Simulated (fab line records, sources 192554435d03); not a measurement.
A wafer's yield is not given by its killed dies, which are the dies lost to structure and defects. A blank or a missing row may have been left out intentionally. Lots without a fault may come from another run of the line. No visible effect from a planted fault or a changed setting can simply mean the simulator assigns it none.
Which tool was responsible? ; flow n5_finfet ; 57 wafers from 19 lots sampled at 6 of the route's 1938 steps

== WHAT EACH GAUGE READ, for each wafer ==
The record lacks any reading of a measuring or inspecting step that a usual standard deviation could be used to judge.

== TOOL THAT RAN EACH LOT (tool first, then ch and the chambers of the sampled wafers, then the start) ==
lot;N5_BEOL_M6_ETCH_72;N5_BEOL_M6_PRE_CLEAN_45;N5_BEOL_M7_DESCUM_16;N5_BEOL_M7_DESCUM_33;N5_BEOL_M7_VIA_ETCH_34;N5_BEOL_M7_PRE_CLEAN_45
L075;rie_diel-05 ch 0,1,2, day 8 17:46;pvd_sputter-03, day 8 19:53;rie_diel-03 ch 0,1,3, day 9 03:36;rie_diel-03 ch 0,1,2, day 9 04:39;rie_diel-03 ch 0,1,2, day 9 04:50;pvd_sputter-03, day 9 05:58
L076;rie_diel-01 ch 0,1,3, day 9 04:33;pvd_sputter-03, day 9 05:53;rie_diel-04 ch 1,2,3, day 9 15:34;rie_diel-03 ch 0,1,3, day 9 16:43;rie_diel-03 ch 0,1,3, day 9 16:54;pvd_sputter-02, day 9 17:50
L077;rie_diel-05 ch 0,3, day 9 05:16;pvd_sputter-01, day 9 07:09;rie_diel-04 ch 2,3, day 9 15:50;rie_diel-04 ch 0,2, day 9 16:46;rie_diel-04 ch 0,2, day 9 16:56;pvd_sputter-01, day 9 18:00
L078;rie_diel-06 ch 1,2,3, day 9 16:50;pvd_sputter-01, day 9 18:10;rie_diel-03 ch 0,3, day 10 01:32;rie_diel-04 ch 1,3, day 10 02:43;rie_diel-04 ch 1,3, day 10 02:53;pvd_sputter-03, day 10 03:49
L079;rie_diel-01 ch 1,3, day 9 18:41;pvd_sputter-01, day 9 19:38;rie_diel-04 ch 0,1,3, day 10 04:08;rie_diel-02 ch 2,3, day 10 05:08;rie_diel-02 ch 2,3, day 10 05:19;pvd_sputter-02, day 10 06:07
L080;rie_diel-06 ch 1,2, day 10 05:03;pvd_sputter-03, day 10 06:00;rie_diel-04 ch 2,3, day 10 12:33;rie_diel-04 ch 0,1,2, day 10 13:42;rie_diel-04 ch 0,1,2, day 10 13:53;pvd_sputter-03, day 10 14:49
L081;rie_diel-06 ch 0,2, day 10 11:46;pvd_sputter-01, day 10 13:55;rie_diel-02 ch 0,1,3, day 10 17:43;rie_diel-02 ch 0,1,3, day 10 18:49;rie_diel-02 ch 0,1,3, day 10 18:59;pvd_sputter-02, day 10 20:19
L082;rie_diel-06 ch 0,1, day 10 16:31;pvd_sputter-01, day 10 17:30;rie_diel-03 ch 1,2, day 11 00:19;rie_diel-03 ch 1,2,3, day 11 01:21;rie_diel-03 ch 1,2,3, day 11 01:32;pvd_sputter-01, day 11 02:23
L083;rie_diel-01 ch 0,2,3, day 10 18:36;pvd_sputter-03, day 10 20:13;rie_diel-03 ch 0,2,3, day 11 00:37;rie_diel-02 ch 0,1,2, day 11 01:31;rie_diel-02 ch 0,1,2, day 11 01:41;pvd_sputter-03, day 11 02:46
L084;rie_diel-06 ch 0,2,3, day 11 01:52;pvd_sputter-02, day 11 03:19;rie_diel-03 ch 0,1,3, day 11 08:01;rie_diel-02 ch 0,1,2, day 11 10:25;rie_diel-02 ch 0,1,2, day 11 10:36;pvd_sputter-01, day 11 11:29
L086;rie_diel-06 ch 3, day 11 17:49;pvd_sputter-02, day 11 19:16;rie_diel-04 ch 0,1,2, day 12 02:29;rie_diel-03 ch 0,1, day 12 03:50;rie_diel-03 ch 0,1, day 12 04:01;pvd_sputter-02, day 12 05:26
L087;rie_diel-05 ch 1,2, day 11 18:09;pvd_sputter-03, day 11 19:25;rie_diel-04 ch 1,2,3, day 12 03:13;rie_diel-03 ch 1,2, day 12 04:14;rie_diel-03 ch 1,2, day 12 04:25;pvd_sputter-02, day 12 05:58
L090;rie_diel-05 ch 1,2,3, day 12 15:41;pvd_sputter-02, day 12 16:44;rie_diel-03 ch 1,2,3, day 12 21:27;rie_diel-04 ch 0,1,3, day 13 03:16;rie_diel-04 ch 0,1,3, day 13 03:26;pvd_sputter-02, day 13 04:40
L088;rie_diel-06 ch 0,1,3, day 12 15:47;pvd_sputter-03, day 12 16:56;rie_diel-04 ch 0,1,2, day 12 21:48;rie_diel-03 ch 0,2,3, day 13 05:01;rie_diel-03 ch 0,2,3, day 13 05:11;pvd_sputter-01, day 13 06:46
L091;rie_diel-06 ch 0,3, day 13 10:42;pvd_sputter-02, day 13 11:44;rie_diel-03 ch 1,2, day 13 15:48;rie_diel-02 ch 2,3, day 13 17:32;rie_diel-02 ch 2,3, day 13 17:43;pvd_sputter-01, day 13 18:41
L092;rie_diel-01 ch 0,1,2, day 13 14:16;pvd_sputter-01, day 13 15:18;rie_diel-02 ch 0,1,3, day 13 18:42;rie_diel-02 ch 0,2,3, day 13 19:43;rie_diel-02 ch 0,2,3, day 13 19:53;pvd_sputter-01, day 13 20:48
L094;rie_diel-06 ch 1,3, day 13 14:22;pvd_sputter-03, day 13 15:19;rie_diel-02 ch 0,3, day 13 19:03;rie_diel-03 ch 1,2, day 13 20:05;rie_diel-03 ch 1,2, day 13 20:16;pvd_sputter-02, day 13 21:11
L095;rie_diel-05 ch 2,3, day 13 17:39;pvd_sputter-01, day 13 18:48;rie_diel-02 ch 0,1,2, day 14 00:05;rie_diel-03 ch 1,3, day 14 02:16;rie_diel-03 ch 1,3, day 14 02:26;pvd_sputter-02, day 14 03:33
L096;rie_diel-06 ch 1,2,3, day 14 14:15;pvd_sputter-01, day 14 15:13;rie_diel-03 ch 0,1, day 14 19:59;rie_diel-04 ch 0,2,3, day 14 23:22;rie_diel-04 ch 0,2,3, day 14 23:33;pvd_sputter-02, day 15 00:34
- N5_BEOL_M6_ETCH_72: etches underlayer in N2/H2, target depth 6.5 nm, time 5.2 s.
- N5_BEOL_M6_PRE_CLEAN_45: time 30 s.
- N5_BEOL_M7_DESCUM_16: chemistry O2, time 7.9 s.
- N5_BEOL_M7_DESCUM_33: chemistry O2, time 7 s.
- N5_BEOL_M7_VIA_ETCH_34: etches SiCOH lowk in C4F6/O2, target depth 125.5 nm, time 50.5 s.
- N5_BEOL_M7_PRE_CLEAN_45: time 30 s.

== AS READ BY THE TOOLS THEMSELVES (means over the sampled wafers that have a number; for cases with no such wafer, the mark the record gives instead) ==
N5_BEOL_M6_ETCH_72. Usual: chamber_pressure_mTorr 30.00 mTorr, standard deviation 0.045; drypump_motor_current_A 5.6 A, standard deviation 0.49; etch_rf_on_time_s 5.17 s, standard deviation 0.067; h2_flow_sccm 200.0 sccm, standard deviation 0.6; oes_product_au 0.70 a.u., standard deviation 0.059; rf_vpp_V 524.8 V, standard deviation 2.9; showerhead_plenum_p_Torr 2.58 Torr, standard deviation 0.096; throttle_valve_pct 17.85 %, standard deviation 0.2.
lot;tool;chamber_pressure_mTorr (mTorr);drypump_motor_current_A (A);etch_rf_on_time_s (s);h2_flow_sccm (sccm);oes_product_au (a.u.);rf_vpp_V (V);showerhead_plenum_p_Torr (Torr);throttle_valve_pct (%);flag
L075;rie_diel-05;29.99;5.8;5.09;200.2;0.75;522.3;2.51;17.71;
L076;rie_diel-01;30.03;5.7;5.22;200.6;0.62;522.6;2.49;17.96;
L077;rie_diel-05;30.02;5.1;5.18;199.9;0.74;526.2;2.63;17.55;
L078;rie_diel-06;29.96;5.9;5.20;199.9;0.64;525.3;2.60;18.08;
L079;rie_diel-01;30.00;5.6;5.22;199.8;0.61;522.2;2.48;17.86;
L080;rie_diel-06;29.99;6.0;5.22;200.2;0.64;524.8;2.57;18.03;
L081;rie_diel-06;30.03;5.5;5.15;199.2;0.64;524.5;2.56;18.00;
L082;rie_diel-06;30.03;5.3;5.12;200.2;0.72;527.2;2.68;17.93;
L083;rie_diel-01;29.99;5.6;5.22;200.3;0.64;522.8;2.47;17.91;
L084;rie_diel-06;29.96;5.4;5.15;199.8;0.72;525.9;2.59;17.92;
L086;rie_diel-06;29.95;5.7;5.22;200.5;0.80;526.1;2.60;17.82;
L087;rie_diel-05;29.97;5.8;5.07;200.0;0.72;523.3;2.49;17.91;
L090;rie_diel-05;29.98;5.6;5.10;200.1;0.71;523.5;2.57;17.77;
L088;rie_diel-06;30.05;5.6;5.21;200.4;0.72;526.9;2.65;17.91;
L091;rie_diel-06;30.02;5.4;5.15;199.4;0.74;525.2;2.61;17.88;
L092;rie_diel-01;30.01;5.7;5.11;200.5;0.75;521.7;2.47;17.80;
L094;rie_diel-06;30.01;6.1;5.26;200.9;0.71;525.8;2.65;17.96;
L095;rie_diel-05;30.00;5.2;5.13;200.5;0.70;525.3;2.60;17.77;
L096;rie_diel-06;30.03;5.9;5.21;200.5;0.75;525.2;2.59;17.86;

N5_BEOL_M6_PRE_CLEAN_45. Usual: heater_power_w at 342 W, with a standard deviation of 31.
lot;tool;heater_power_w (W);flag
L075;pvd_sputter-03;328;
L076;pvd_sputter-03;314;
L077;pvd_sputter-01;351;
L078;pvd_sputter-01;340;
L079;pvd_sputter-01;355;
L080;pvd_sputter-03;314;
L081;pvd_sputter-01;354;
L082;pvd_sputter-01;350;
L083;pvd_sputter-03;312;
L084;pvd_sputter-02;337;
L086;pvd_sputter-02;372;
L087;pvd_sputter-03;312;
L090;pvd_sputter-02;344;
L088;pvd_sputter-03;316;
L091;pvd_sputter-02;353;
L092;pvd_sputter-01;343;
L094;pvd_sputter-03;315;
L095;pvd_sputter-01;350;
L096;pvd_sputter-01;334;

N5_BEOL_M7_DESCUM_16. Usual: chamber_pressure_mTorr 20.001 mTorr, standard deviation 0.019; drypump_motor_current_A 5.8 A, standard deviation 0.47; oes_product_au 0.78 a.u., standard deviation 0.093; rf_vpp_V 242.7 V, standard deviation 1.3; showerhead_plenum_p_Torr 2.06 Torr, standard deviation 0.065; throttle_valve_pct 20.39 %, standard deviation 0.27.
lot;tool;chamber_pressure_mTorr (mTorr);drypump_motor_current_A (A);oes_product_au (a.u.);rf_vpp_V (V);showerhead_plenum_p_Torr (Torr);throttle_valve_pct (%);flag
L075;rie_diel-03;20.016;5.7;0.85;243.0;2.05;20.39;
L076;rie_diel-04;20.012;5.9;0.81;243.0;2.10;20.38;
L077;rie_diel-04;19.988;5.7;0.90;242.5;2.06;20.36;
L078;rie_diel-03;20.003;6.2;0.77;241.7;2.01;20.52;
L079;rie_diel-04;20.001;5.8;0.71;243.2;2.10;20.57;
L080;rie_diel-04;20.004;5.8;0.86;241.6;2.05;20.36;
L081;rie_diel-02;20.008;5.9;0.80;242.4;2.05;20.15;
L082;rie_diel-03;20.030;5.2;0.87;243.3;2.09;20.21;
L083;rie_diel-03;20.026;6.2;0.74;242.1;2.00;20.49;
L084;rie_diel-03;19.993;5.7;0.82;242.5;2.05;20.41;
L086;rie_diel-04;19.995;5.8;0.78;243.3;2.09;20.45;
L087;rie_diel-04;19.988;5.9;0.78;243.1;2.09;20.41;
L090;rie_diel-03;20.009;5.7;0.79;242.9;2.04;20.34;
L088;rie_diel-04;20.014;5.8;0.76;244.2;2.09;20.47;
L091;rie_diel-03;19.998;5.7;0.78;242.4;2.03;20.33;
L092;rie_diel-02;20.003;5.9;0.78;242.1;2.04;20.18;
L094;rie_diel-02;19.986;5.9;0.77;243.5;2.09;20.40;
L095;rie_diel-02;20.009;5.5;0.77;241.4;2.02;20.23;
L096;rie_diel-03;20.006;5.2;0.83;242.6;2.08;20.35;

N5_BEOL_M7_DESCUM_33. Usual: chamber_pressure_mTorr 20.001 mTorr, standard deviation 0.02; drypump_motor_current_A 5.8 A, standard deviation 0.48; oes_product_au 0.80 a.u., standard deviation 0.1; rf_vpp_V 242.5 V, standard deviation 1.4; showerhead_plenum_p_Torr 2.06 Torr, standard deviation 0.065; throttle_valve_pct 20.35 %, standard deviation 0.27.
lot;tool;chamber_pressure_mTorr (mTorr);drypump_motor_current_A (A);oes_product_au (a.u.);rf_vpp_V (V);showerhead_plenum_p_Torr (Torr);throttle_valve_pct (%);flag
L075;rie_diel-03;19.997;5.7;0.83;242.7;2.05;20.35;
L076;rie_diel-03;20.007;5.7;0.84;242.6;2.05;20.39;
L077;rie_diel-04;19.994;5.6;0.79;242.3;2.06;20.57;
L078;rie_diel-04;20.005;6.0;0.73;244.9;2.14;20.41;
L079;rie_diel-02;19.998;5.5;0.94;242.9;2.08;19.93;
L080;rie_diel-04;19.991;5.8;0.79;243.3;2.10;20.43;
L081;rie_diel-02;19.974;5.9;0.80;243.0;2.05;20.14;
L082;rie_diel-03;20.003;5.7;0.82;241.9;2.05;20.32;
L083;rie_diel-02;19.997;5.5;0.80;242.4;2.02;20.20;
L084;rie_diel-02;20.017;5.5;0.79;241.9;2.02;20.20;
L086;rie_diel-03;20.013;5.2;0.86;243.4;2.08;20.31;
L087;rie_diel-03;20.002;5.7;0.79;241.4;2.04;20.30;
L090;rie_diel-04;20.019;5.8;0.70;242.9;2.09;20.61;
L088;rie_diel-03;20.003;6.2;0.73;241.6;1.99;20.52;
L091;rie_diel-02;20.004;5.6;0.88;243.6;2.07;19.96;
L092;rie_diel-02;20.004;5.7;0.83;242.4;2.08;20.19;
L094;rie_diel-03;20.009;5.2;0.83;242.2;2.08;20.25;
L095;rie_diel-03;20.024;5.7;0.80;242.3;2.05;20.39;
L096;rie_diel-04;20.007;5.7;0.95;242.1;2.05;20.33;

N5_BEOL_M7_VIA_ETCH_34. Usual: O2_flow_sccm 10.003 sccm, standard deviation 0.029; chamber_pressure_mTorr 29.999 mTorr, standard deviation 0.025; drypump_motor_current_A 5.8 A, standard deviation 0.48; oes_ar_750_au 0.80 a.u., standard deviation 0.097; oes_product_au 0.80 a.u., standard deviation 0.1; rf_vpp_V 663 V, standard deviation 6.5; showerhead_plenum_p_Torr 2.80 Torr, standard deviation 0.086; throttle_valve_pct 20.83 %, standard deviation 0.27.
lot;tool;O2_flow_sccm (sccm);chamber_pressure_mTorr (mTorr);drypump_motor_current_A (A);oes_ar_750_au (a.u.);oes_product_au (a.u.);rf_vpp_V (V);showerhead_plenum_p_Torr (Torr);throttle_valve_pct (%);flag
L075;rie_diel-03;9.976;30.003;5.7;0.83;0.83;666;2.79;20.87;
L076;rie_diel-03;10.010;29.985;5.7;0.84;0.84;662;2.80;20.87;
L077;rie_diel-04;9.987;29.997;5.6;0.79;0.79;664;2.82;21.06;
L078;rie_diel-04;10.004;29.994;6.0;0.74;0.74;671;2.90;20.88;
L079;rie_diel-02;10.034;29.980;5.6;0.92;0.94;665;2.83;20.36;
L080;rie_diel-04;10.010;29.990;5.8;0.80;0.79;667;2.85;20.92;
L081;rie_diel-02;10.008;30.007;5.9;0.80;0.80;663;2.79;20.68;
L082;rie_diel-03;9.997;30.003;5.7;0.82;0.82;660;2.80;20.84;
L083;rie_diel-02;10.009;30.012;5.5;0.79;0.80;658;2.76;20.67;
L084;rie_diel-02;9.995;30.010;5.5;0.79;0.79;658;2.76;20.68;
L086;rie_diel-03;10.009;30.004;5.2;0.85;0.87;668;2.84;20.80;
L087;rie_diel-03;10.048;29.989;5.7;0.78;0.79;663;2.78;20.86;
L090;rie_diel-04;10.026;29.997;5.8;0.70;0.70;668;2.85;21.07;
L088;rie_diel-03;9.996;29.983;6.2;0.73;0.73;659;2.72;20.99;
L091;rie_diel-02;10.009;29.991;5.5;0.87;0.88;664;2.82;20.40;
L092;rie_diel-02;10.009;30.022;5.7;0.82;0.82;663;2.84;20.68;
L094;rie_diel-03;9.990;29.998;5.2;0.84;0.83;666;2.84;20.79;
L095;rie_diel-03;9.995;30.040;5.7;0.81;0.81;657;2.79;20.87;
L096;rie_diel-04;10.006;30.006;5.7;0.94;0.94;662;2.79;20.82;

N5_BEOL_M7_PRE_CLEAN_45. Usual: heater_power_w at 350 W, with a standard deviation of 34.
lot;tool;heater_power_w (W);flag
L075;pvd_sputter-03;327;
L076;pvd_sputter-02;375;
L077;pvd_sputter-01;342;
L078;pvd_sputter-03;331;
L079;pvd_sputter-02;354;
L080;pvd_sputter-03;316;
L081;pvd_sputter-02;344;
L082;pvd_sputter-01;346;
L083;pvd_sputter-03;317;
L084;pvd_sputter-01;352;
L086;pvd_sputter-02;353;
L087;pvd_sputter-02;356;
L090;pvd_sputter-02;375;
L088;pvd_sputter-01;344;
L091;pvd_sputter-01;356;
L092;pvd_sputter-01;348;
L094;pvd_sputter-02;375;
L095;pvd_sputter-02;346;
L096;pvd_sputter-02;392;

== THE ANSWER, worked out from the rows above alone ==
Rule: a lot counts as off when the mean over its wafers that have a number is more than 3 standard deviations away from the usual mean. A lot without any number at a reading at which 4 lots or more have one is off too. All remaining lots with rows at the step are treated as sound. After the gauges, taken in route order, come the tools' own readings; for these a lot's mean is taken, as printed above. At the first step where some lot is off, the reading lying furthest off is the one used; lots without a number count as furthest.
Across all readings shown, no lot is off: no conclusion can be drawn from this.

== WHAT HAD BEEN PUT IN BY THE SIMULATOR ==
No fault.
